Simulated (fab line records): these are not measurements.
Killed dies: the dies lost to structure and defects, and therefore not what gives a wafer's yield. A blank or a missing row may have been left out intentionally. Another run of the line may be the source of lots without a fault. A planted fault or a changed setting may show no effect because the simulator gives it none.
Which tool is to blame? :: flow n5_finfet :: 36 wafers from 12 lots sampled at 3 of the route's 1938 steps

## WHAT THE GAUGES READ, wafer by wafer
N5_BEOL_M8_RS_MEAS_57: a four-point-probe measurement.
lot: L074
measured: day 9 20:58
on: film_metro-01
M8_RS (ohm/sq): 0.298 0.292 0.277

lot: L076
measured: day 10 02:38
on: film_metro-02
M8_RS (ohm/sq): 0.283 0.298 0.281

lot: L079
measured: day 11 00:20
on: film_metro-02
M8_RS (ohm/sq): 0.277 0.291 0.273

lot: L082
measured: day 11 18:50
on: film_metro-02
M8_RS (ohm/sq): 0.297 0.289 0.271

lot: L083
measured: day 12 04:56
on: film_metro-02
M8_RS (ohm/sq): 0.278 0.291 0.296

lot: L085
measured: day 12 17:25
on: film_metro-01
M8_RS (ohm/sq): 0.279 0.293 0.285

lot: L087
measured: day 12 22:19
on: film_metro-02
M8_RS (ohm/sq): 0.296 0.289 0.284

lot: L089
measured: day 13 08:58
on: film_metro-02
M8_RS (ohm/sq): 0.276 0.293 0.281

lot: L092
measured: day 13 23:38
on: film_metro-01
M8_RS (ohm/sq): 0.277 0.274 0.287

lot: L093
measured: day 14 07:02
on: film_metro-01
M8_RS (ohm/sq): 0.295 0.292 0.278

lot: L095
measured: day 14 23:31
on: film_metro-02
M8_RS (ohm/sq): 0.291 0.285 0.297

lot: L097
measured: day 16 02:14
on: film_metro-02
M8_RS (ohm/sq): 0.294 0.275 0.298

## EACH LOT AND THE TOOL THAT RAN IT (in order: tool; ch and the chambers of the sampled wafers; start)
lot: L074
N5_BEOL_M8_DEGAS_44: pvd_sputter-02, day 9 19:17
N5_BEOL_M8_ANNEAL_51: rtp_anneal-01 ch 0, day 9 20:17

lot: L076
N5_BEOL_M8_DEGAS_44: pvd_sputter-01, day 9 23:05
N5_BEOL_M8_ANNEAL_51: rtp_anneal-02 ch 0, day 10 01:52

lot: L079
N5_BEOL_M8_DEGAS_44: pvd_sputter-03, day 10 22:43
N5_BEOL_M8_ANNEAL_51: rtp_anneal-01 ch 0, day 10 23:39

lot: L082
N5_BEOL_M8_DEGAS_44: pvd_sputter-03, day 11 16:28
N5_BEOL_M8_ANNEAL_51: rtp_anneal-01 ch 0, day 11 18:04

lot: L083
N5_BEOL_M8_DEGAS_44: pvd_sputter-03, day 12 03:16
N5_BEOL_M8_ANNEAL_51: rtp_anneal-02 ch 0, day 12 04:11

lot: L085
N5_BEOL_M8_DEGAS_44: pvd_sputter-01, day 12 15:19
N5_BEOL_M8_ANNEAL_51: rtp_anneal-02 ch 0, day 12 16:44

lot: L087
N5_BEOL_M8_DEGAS_44: pvd_sputter-01, day 12 19:58
N5_BEOL_M8_ANNEAL_51: rtp_anneal-01 ch 0, day 12 21:35

lot: L089
N5_BEOL_M8_DEGAS_44: pvd_sputter-01, day 13 07:11
N5_BEOL_M8_ANNEAL_51: rtp_anneal-02 ch 0, day 13 08:14

lot: L092
N5_BEOL_M8_DEGAS_44: pvd_sputter-03, day 13 21:02
N5_BEOL_M8_ANNEAL_51: rtp_anneal-01 ch 0, day 13 23:03

lot: L093
N5_BEOL_M8_DEGAS_44: pvd_sputter-02, day 14 05:26
N5_BEOL_M8_ANNEAL_51: rtp_anneal-02 ch 0, day 14 06:19

lot: L095
N5_BEOL_M8_DEGAS_44: pvd_sputter-03, day 14 21:39
N5_BEOL_M8_ANNEAL_51: rtp_anneal-02 ch 0, day 14 22:51

lot: L097
N5_BEOL_M8_DEGAS_44: pvd_sputter-03, day 15 23:01
N5_BEOL_M8_ANNEAL_51: rtp_anneal-01 ch 0, day 16 01:29
- N5_BEOL_M8_DEGAS_44: time 60 s.
- N5_BEOL_M8_ANNEAL_51: time 90 s.

## THE ANSWER, worked out from the rows above alone
Rule: usual is defined by the lots themselves. The widest of any qualifying gaps counts: lots, ordered by their means at a reading, are off when they make up no more than a third of the lots, leave a main group of 4 or more, and stand apart from it by 3 or more times the standard deviation of that group's means. If all means in a main group match to the digits the tables above print for the reading, that group is not used. A lot without any number at a reading at which 4 lots or more have one is off too. Any other lot the step has rows for is counted as sound.
Nothing can be told from this: no lot is off at any reading shown.

## WHAT THE SIMULATOR PUT IN
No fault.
